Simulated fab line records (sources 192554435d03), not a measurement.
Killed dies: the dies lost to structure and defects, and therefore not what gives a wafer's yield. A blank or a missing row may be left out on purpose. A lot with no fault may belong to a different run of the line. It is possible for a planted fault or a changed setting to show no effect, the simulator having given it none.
One fault seen from 2 desks	flow n5-finfet	each desk has only its own numbers; what lay behind them comes last

THE DEFECT DESK
Counts from the inspections along the route, per lot, as means over the sampled wafers that have a number. The brackets show how far a lot's mean lies from the usual mean; more than 4 standard deviations puts the lot out of limits, marked OUT.
Columns: A = raw-defect-count at N5_BEOL_M14_INSPECT_30, usual 2.0
lot	first seen here	A
L827	day 11 05:59	0.7
L831	day 12 07:03	2.3
L833	day 12 11:03	1.0
L832	day 12 13:26	2.0
L836	day 13 20:17	2.0
L842	day 15 06:44	3.3
L844	day 15 18:58	1.7
L845	day 16 03:14	1.7
L846	day 16 09:59	2.3
L850	day 17 05:47	2.3
L848	day 17 06:09	2.0
Result from this desk: across the 11 lots, nothing is out of limits.

FOR THE TOOL OWNER'S DESK: pvd-sputter-02
The tool's own readings at N5_BEOL_M14_SPUTTER_45 (material Cu, target thk 100 nm, time 16.67 s): means of the sampled wafers that have a number, for each lot that ran on this tool. The brackets show how far a lot's mean lies from the usual mean; more than 4 standard deviations puts the lot out of limits, marked OUT.
Columns: A = cathode-dc-power-W at N5_BEOL_M14_SPUTTER_45, usual 26001 W; B = throttle-valve-pct at N5_BEOL_M14_SPUTTER_45, usual 29.9 %
lot	first seen here	A	B
L827	day 11 13:10	25999	29.5
L833	day 12 15:31	26003	30.6
L832	day 12 16:13	26001	30.6
L836	day 13 23:55	24294 (-99 or more) OUT	30.5
L850	day 17 08:23	26002	29.5
This desk finds L836 out of limits, L836 being first, at day 13 23:55 (cathode-dc-power-W at N5_BEOL_M14_SPUTTER_45). L827, L833, L832, L850: within limits.

PUT TOGETHER
An alarm could have come from the tool owner's desk at day 13 23:55, on L836.
No out-of-limits result turned up at the defect desk.
The defect desk has L836 on record, within its limits.
Of the lots named, all ran N5_BEOL_M14_SPUTTER_45 on pvd-sputter-02.

WHAT THE SIMULATOR HAD INSERTED
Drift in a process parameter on pvd-sputter-02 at N5_BEOL_M14_SPUTTER_45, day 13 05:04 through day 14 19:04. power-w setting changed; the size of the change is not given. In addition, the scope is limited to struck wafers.
Struck lots among those shown: L836.
Delay in hours, fault start to first out-of-limits reading, by desk: the tool owner's desk at 19.
